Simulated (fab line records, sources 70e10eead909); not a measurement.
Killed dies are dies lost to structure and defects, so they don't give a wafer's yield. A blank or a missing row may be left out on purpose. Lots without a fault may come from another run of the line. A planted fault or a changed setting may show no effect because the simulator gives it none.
Tool commonality check | flow nand_harc | 1 lot, 3 wafers sampled

WHY IT WAS OPENED
At NHARC_END_SORT_01 the reading killed_at_periphery is flagged on 1 of 1 lot. Wafers without a fault read 3.2, standard deviation 2.1.
Rule: a lot is flagged when every wafer of it that has a number lies more than 4 standard deviations from that mean, or none has a number. The other lots count as sound.

lot  | measured     | on        | killed_at_periphery, wafer by wafer | flag
L167 | day 27 13:29 | prober-01 | 618 609 603                         | FLAGGED
The numbers of the flagged lots are 610.0 on average: +606.8 against the usual, or +99 or more standard deviations.

WHICH TOOL RAN EACH LOT
The record holds 4 process steps before the reading, out of a route of 1302 steps. In each cell: the tool, then ch and the chambers that the sampled wafers went through, then the start.
lot  | flag    | NHARC_P_GATE_HM_DEP_102      | NHARC_P_GATE_DEP_103         | NHARC_P_GATE_ETCH_32          | NHARC_P_GATE_EXPOSE_43
L167 | FLAGGED | acl_dep-01 ch 0, day 7 13:34 | pecvd-01 ch 0,2, day 7 14:19 | rie_si-03 ch 2,3, day 7 15:38 | krf_scanner-03 ch 0, day 8 02:42
What these steps do:
- NHARC_P_GATE_HM_DEP_102: deposits aC, target thk 120 nm.
- NHARC_P_GATE_DEP_103: deposits SiON, target thk 30 nm.
- NHARC_P_GATE_ETCH_32: etches the open film in HBr/Cl2, target depth 150 nm, time 100.1 s.
- NHARC_P_GATE_EXPOSE_43: exposes mask P NSD, target cd 720 nm.
- NHARC_END_SORT_01

FLAGGED OVER TOTAL, TOOL BY TOOL (the gauges that took the reading come last)
step                    | tool           | lots run | flagged | share of the flagged lots | sound lots run after its first flagged lot
NHARC_P_GATE_HM_DEP_102 | acl_dep-01     | 1        | 1       | all                       | 0
NHARC_P_GATE_DEP_103    | pecvd-01       | 1        | 1       | all                       | 0
NHARC_P_GATE_ETCH_32    | rie_si-03      | 1        | 1       | all                       | 0
NHARC_P_GATE_EXPOSE_43  | krf_scanner-03 | 1        | 1       | all                       | 0
NHARC_END_SORT_01       | prober-01      | 1        | 1       | all                       | 0

WHAT THE TABLE ALLOWS
5 rows of the table ran every flagged lot: acl_dep-01 at NHARC_P_GATE_HM_DEP_102, pecvd-01 at NHARC_P_GATE_DEP_103, rie_si-03 at NHARC_P_GATE_ETCH_32, krf_scanner-03 at NHARC_P_GATE_EXPOSE_43, prober-01 at NHARC_END_SORT_01.
- acl_dep-01 at NHARC_P_GATE_HM_DEP_102: 1 of its 1 lot flagged. It ran no sound lot before its first flagged lot in this sample, so the start can't be narrowed down.
- pecvd-01 at NHARC_P_GATE_DEP_103: 1 of its 1 lot flagged. It ran no sound lot before its first flagged lot in this sample, so the start can't be narrowed down.
- rie_si-03 at NHARC_P_GATE_ETCH_32: 1 of its 1 lot flagged. It ran no sound lot before its first flagged lot in this sample, so the start can't be narrowed down.
- krf_scanner-03 at NHARC_P_GATE_EXPOSE_43: 1 of its 1 lot flagged. It ran no sound lot before its first flagged lot in this sample, so the start can't be narrowed down.
- prober-01 at NHARC_END_SORT_01: 1 of its 1 lot flagged. It ran no sound lot before its first flagged lot in this sample, so the start can't be narrowed down.
Counting lots can't tell these 5 tools apart, because each fits a fault that began at some hour. More lots, or a look at what each step does to the wafer, might.

WHAT THE SIMULATOR HAD PUT IN
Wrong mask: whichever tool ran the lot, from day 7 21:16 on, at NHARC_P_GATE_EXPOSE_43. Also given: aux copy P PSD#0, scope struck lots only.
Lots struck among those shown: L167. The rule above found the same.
